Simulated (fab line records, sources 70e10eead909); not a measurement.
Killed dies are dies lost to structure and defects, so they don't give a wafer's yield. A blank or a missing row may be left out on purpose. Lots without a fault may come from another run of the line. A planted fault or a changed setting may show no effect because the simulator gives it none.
Chamber matching | flow nand_harc | NHARC_P_M1_CMP_23 on cmp-03: 3 sister chambers
The step polishes, t overpolish 20 s, target thk 157.82 nm. 14 wafers are shown with their chamber, then 6 later ones without.

WAFERS WITH THEIR CHAMBER
wafer  | chamber | motor_current_A (A) | time_to_endpoint_s (s)
L297.1 | 1       | 10.3                | 26.8
L297.2 | 2       | 11.6                | 30.9
L297.6 | 1       | 9.7                 | 28.5
L299.3 | 0       | 10.7                | 27.8
L299.4 | 1       | 10.7                | 29.4
L299.6 | 1       | 10.6                | 28.2
L307.2 | 2       | 11.5                | 31.4
L307.4 | 1       | 10.0                | 26.5
L307.5 | 1       | 9.9                 | 29.0
L310.1 | 2       | 11.2                | 27.5
L310.2 | 0       | 10.8                | 24.7
L310.5 | 1       | 10.6                | 25.4
L312.2 | 0       | 11.3                | 28.5
L312.5 | 1       | 10.3                | 30.0

SIGNATURES (means of the wafers above)
reading            | chamber 0 | chamber 1 | chamber 2 | scatter within a chamber
motor_current_A    | 10.933    | 10.262    | 11.433    | 0.335
time_to_endpoint_s | 27.000    | 27.975    | 29.933    | 1.78
Rule: a wafer's distance from a chamber is the root of the sum, over the readings, of the square of ((its reading less the chamber's mean) divided by the reading's scatter). The wafer belongs to the nearest chamber; if the next one is less than 2 further off, it can't be placed. The scatter: the root of (the sum of the squares of (reading less its chamber's mean) over the shown wafers, divided by (wafers less chambers)).

WAFERS WITHOUT THEIR CHAMBER
wafer  | motor_current_A (A) | time_to_endpoint_s (s)
L312.6 | 10.9                | 29.5
L313.1 | 11.6                | 35.3
L313.3 | 10.5                | 27.9
L313.5 | 12.0                | 30.9
L314.1 | 10.6                | 26.9
L314.5 | 10.6                | 24.7

WHICH CHAMBER EACH WENT THROUGH
wafer  | from the rows above          | in truth
L312.6 | can't be placed: 0 or 2 or 1 | 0
L313.1 | 2                            | 2
L313.3 | can't be placed: 1 or 0      | 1
L313.5 | 2                            | 2
L314.1 | can't be placed: 0 or 1      | 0
L314.5 | can't be placed: 0 or 1      | 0
Placed correctly: 2 of 6. Can't be placed from these rows: 4 (the true chamber is among the candidates in 4). Placed wrongly: 0.
